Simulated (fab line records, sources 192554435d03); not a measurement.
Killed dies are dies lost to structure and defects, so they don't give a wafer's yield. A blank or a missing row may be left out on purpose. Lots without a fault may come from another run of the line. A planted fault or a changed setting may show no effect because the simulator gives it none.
Split-lot experiment | flow n5_finfet | 7 lots, 39 wafers read, on a route of 1938 steps

THE SPLIT
At N5_SD_EPI_P_EPI_21 (deposits SiGe:B, time 355 s), the setting time_s was moved away from the recipe's 355 s on 15 of the 39 wafers read, by -45.0% to +58.1%. The other wafers ran this setting at the recipe's value.

FROM THE SPLIT TO THE READING: what the file shows between them, 1 step
- N5_SD_EPI_P_EPI_MEAS_23

THE READING
SiGe-B_of_SD_EPI_P_EPI_21.thk_nm (the simulator's own value, which no gauge read), in nm, at N5_SD_EPI_P_HM_STRIP_48 (strips SiNx in H3PO4, material SiNx, target depth 3 nm). The file gives no usual value for it. The 24 wafers here that ran the recipe average 60.8 nm, standard deviation 0.68 nm.

wafer  | tool, chamber at the split | time_s as run, s | against the recipe | SiGe-B_of_SD_EPI_P_EPI_21.thk_nm, nm | against lot-mates on the recipe
L074.1 | epi_rpcvd-02, 0            | 355              | recipe             | 60.4                                 | -
L074.2 | epi_rpcvd-02, 0            | 424              | +19.4%             | 68.4                                 | +7.7
L074.3 | epi_rpcvd-02, 0            | 424              | +19.4%             | 69                                   | +8.3
L074.4 | epi_rpcvd-02, 0            | 424              | +19.4%             | 68.2                                 | +7.5
L074.5 | epi_rpcvd-02, 0            | 355              | recipe             | 60.8                                 | -
L074.6 | epi_rpcvd-02, 0            | 355              | recipe             | 61                                   | -
L075.1 | epi_rpcvd-02, 0            | 543.9            | +53.2%             | 83.2                                 | +21.3
L075.2 | epi_rpcvd-02, 0            | 543.9            | +53.2%             | 83.4                                 | +21.5
L075.6 | epi_rpcvd-02, 0            | 543.9            | +53.2%             | 83.4                                 | +21.5
L075.3 | epi_rpcvd-02, 0            | 355              | recipe             | 62.2                                 | -
L075.4 | epi_rpcvd-02, 0            | 355              | recipe             | 61.8                                 | -
L075.5 | epi_rpcvd-02, 0            | 355              | recipe             | 61.6                                 | -
L076.1 | epi_rpcvd-02, 0            | 355              | recipe             | 61.2                                 | -
L076.2 | epi_rpcvd-02, 0            | 195.1            | -45.0%             | 36.6                                 | -24.3
L076.3 | epi_rpcvd-02, 0            | 195.1            | -45.0%             | 36.4                                 | -24.5
L076.5 | epi_rpcvd-02, 0            | 195.1            | -45.0%             | 36.4                                 | -24.5
L076.4 | epi_rpcvd-02, 0            | 355              | recipe             | 60.6                                 | -
L076.6 | epi_rpcvd-02, 0            | 355              | recipe             | 61                                   | -
L078.1 | epi_rpcvd-04, 0            | 355              | recipe             | 61.2                                 | -
L078.2 | epi_rpcvd-04, 0            | 355              | recipe             | 59.6                                 | -
L078.3 | epi_rpcvd-04, 0            | 355              | recipe             | 59.8                                 | -
L078.4 | epi_rpcvd-04, 0            | 355              | recipe             | 59.8                                 | -
L078.6 | epi_rpcvd-04, 0            | 355              | recipe             | 59.8                                 | -
L078.5 | epi_rpcvd-04, 0            | 355              | recipe             | 60.6                                 | -
L079.2 | epi_rpcvd-03, 0            | 355              | recipe             | 60.2                                 | -
L079.5 | epi_rpcvd-03, 0            | 355              | recipe             | 60.6                                 | -
L079.6 | epi_rpcvd-03, 0            | 355              | recipe             | 60.8                                 | -
L083.1 | epi_rpcvd-03, 0            | 200.7            | -43.5%             | 37.6                                 | -23.7
L083.2 | epi_rpcvd-03, 0            | 355              | recipe             | 62                                   | -
L083.3 | epi_rpcvd-03, 0            | 200.7            | -43.5%             | 37.2                                 | -24.1
L083.4 | epi_rpcvd-03, 0            | 200.7            | -43.5%             | 37.4                                 | -23.9
L083.5 | epi_rpcvd-03, 0            | 355              | recipe             | 60.6                                 | -
L083.6 | epi_rpcvd-03, 0            | 355              | recipe             | 61.2                                 | -
L087.1 | epi_rpcvd-03, 0            | 355              | recipe             | 60.4                                 | -
L087.5 | epi_rpcvd-03, 0            | 355              | recipe             | 60.4                                 | -
L087.2 | epi_rpcvd-03, 0            | 561.4            | +58.1%             | 83                                   | +22.5
L087.4 | epi_rpcvd-03, 0            | 561.4            | +58.1%             | 83                                   | +22.5
L087.3 | epi_rpcvd-03, 0            | 561.4            | +58.1%             | 83.8                                 | +23.3
L087.6 | epi_rpcvd-03, 0            | 355              | recipe             | 60.6                                 | -

THE FIT
A straight line over all 39 wafers: SiGe-B_of_SD_EPI_P_EPI_21.thk_nm changes by +0.458 nm for each +1% of time_s; r = +0.99; the points scatter about the line by 1.7 nm.
The same after taking each lot's own level away (the mean of its wafers on the recipe; 39 wafers): +0.458 nm for each +1%; r = +0.99; scatter 1.7 nm.
On that fit, the largest move of time_s shifts the reading by 27 nm.
The lots' own levels span 60.13 to 61.87 nm, that is 2.6 times the standard deviation above.
So the lot-to-lot level changes the slope little: the two slopes agree.
Check: with one of the wafers moved furthest among these (+58.1%) left out of the fit, the line predicts +25.8 nm for it against its lot-mates. It came out at +22.5 nm against them.

OTHER SPLITS ON THESE WAFERS
These wafers also went through other splits before the reading. Each is held against what the fit with the lots' levels taken away leaves over:
other split on the same wafers          | wafers away from the commonest value | r with SiGe-B_of_SD_EPI_P_EPI_21.thk_nm (lot level and that fit taken away)
N5_FIN_SAQP_SPACER2_ALD_28 target_thk_a | 12                                   | +0.01

THE WHOLE CHAIN: every reading that the file lists as answering this split, in the file's order
step                    | what it does                                           | reading                                                                           | change (the file's fit)               | r (the file's)
N5_SD_EPI_P_EPI_21      | deposits SiGe:B, time 355 s                            | SiGe-B_of_SD_EPI_P_EPI_21.thk_nm (the simulator's own value, which no gauge read) | +0.455 nm for each +1% of the setting | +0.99
N5_SD_EPI_P_EPI_MEAS_23 |                                                        | thk_nm                                                                            | withheld for each +1% of the setting  | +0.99
N5_SD_EPI_P_HM_STRIP_48 | strips SiNx in H3PO4, material SiNx, target depth 3 nm | SiGe-B_of_SD_EPI_P_EPI_21.thk_nm (the simulator's own value, which no gauge read) | +0.453 nm for each +1% of the setting | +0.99

THE FILE'S OWN FIT
SiGe-B_of_SD_EPI_P_EPI_21.thk_nm changes by +0.453 nm for each +1% of time_s, r = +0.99.
